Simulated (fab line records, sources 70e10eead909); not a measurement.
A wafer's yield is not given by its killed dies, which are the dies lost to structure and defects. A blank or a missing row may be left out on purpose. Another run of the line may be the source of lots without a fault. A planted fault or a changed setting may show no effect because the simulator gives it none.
Comparing a struck lot with a sound one :: flow nand-harc :: 15 steps out of a route of 1302
Sound: these wafers, L905.3, L905.5, L905.6. Struck: wafer L904.2 (L904.1, L904.5, from the same lot, were not struck and are left out); the cause is given at the end.
Per side, at each step with rows, come the tool, then ch with its chambers, and then its first start. Under that, the readings that differ: sound wafers :: struck wafers :: difference of the means :: sigmas: that difference in standard deviations of wafers without a fault.
alike: readings with means less than 2 such deviations apart, plus words and numbers identical on both sides. not compared: withheld readings, readings lacking a value on some wafer, bounds such as >300 that could conceal the same value, and numbers that have no deviation in the record and whose values overlap.
The two part at a step that has a row with sigmas, a row that says differs or no value, or rows on one side only. When numbers do not overlap yet have no deviation, they are printed without sigmas and do not part them. A reading missing from all wafers of one side parts the sides only when that side holds two or more wafers.

first, 7 steps without rows for these wafers: NHARC_A_BONDPAD_COAT_33 (time 65 s); NHARC_A_BONDPAD_COAT_03 (resist thk 600 nm); NHARC_A_BONDPAD_SOFTBAKE_04 (time 70 s); NHARC_A_BONDPAD_EBR_05; NHARC_A_BONDPAD_EXPOSE_06 (exposes mask A BPAD); NHARC_A_BONDPAD_PEB_07 (peb time 80 s); NHARC_A_BONDPAD_DEVELOP_08 (time 50 s).
NHARC_A_BONDPAD_CD_MEAS_09: the cd target is 500 nm.
  sound on cd-sem-01 ch 0, day 31 11:32; struck on cd-sem-02 ch 0, day 31 12:52
  alike: cd-nm
NHARC_A_BONDPAD_OVL_MEAS_35:
  sound: overlay-01 at day 31 11:38; struck: overlay-02 at day 31 12:57
  alike: overlay-x-nm, overlay-y-nm
then, 1 step without rows for these wafers: NHARC_A_BONDPAD_HARDBAKE_10 (time 65 s).
NHARC_A_BONDPAD_DESCUM_11: chemistry O2, time 3 s.
  sound on rie-diel-11 ch 0,1,2, day 31 11:46; struck on rie-diel-03 ch 2, day 31 13:04
  alike: drypump-motor-current-A, oes-product-au, rf-vpp-V, showerhead-plenum-p-Torr, throttle-valve-pct
  not compared: rf-hours-counter-h
NHARC_A_BONDPAD_ETCH_34: etches the open film in N2/H2, target depth 60 nm, overetch 18 nm, time 65.91 s.
  sound on rie-diel-11 ch 0,1,2, day 31 11:52; struck on rie-diel-03 ch 0, day 31 13:10
  alike: bias-w, drypump-motor-current-A, oes-product-au, rf-vpp-V, run-length-s, showerhead-plenum-p-Torr, throttle-valve-pct
  not compared: rf-hours-counter-h
NHARC_A_BONDPAD_ETCH_12: etches the open film in CHF3/O2, target depth 220 nm, time 110 s.
  sound on rie-diel-11 ch 1,2,3, day 31 11:57; struck on rie-diel-03 ch 1, day 31 13:16
reading: oes-product-au (a.u.)
sound: 0.935 0.922 0.915
struck: 0.981
difference: +0.057
sigmas: +2

reading: run-length-s (s)
sound: 131.0 131.9 131.1
struck: 113.5
difference: -17.8
sigmas: -47
  alike: drypump-motor-current-A, rf-vpp-V, showerhead-plenum-p-Torr, throttle-valve-pct
  not compared: bias-w, rf-hours-counter-h
NHARC_A_BONDPAD_CD_MEAS_13:
  sound: cd-sem-01 at day 31 12:04; struck: cd-sem-01 at day 31 13:23
  alike: cd-nm
NHARC_END_SORT_01:
  at this point the record logs the struck wafers (prober-01 ch 0, day 33 03:39) and has no rows for the sound ones

## WHERE THEY PART
Last at NHARC_END_SORT_01 as far as this record goes, first at NHARC_A_BONDPAD_ETCH_12.

WHY: the cause the simulator had injected
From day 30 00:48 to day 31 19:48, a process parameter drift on rie-diel-03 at NHARC_A_BONDPAD_ETCH_12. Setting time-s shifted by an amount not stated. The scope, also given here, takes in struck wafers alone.
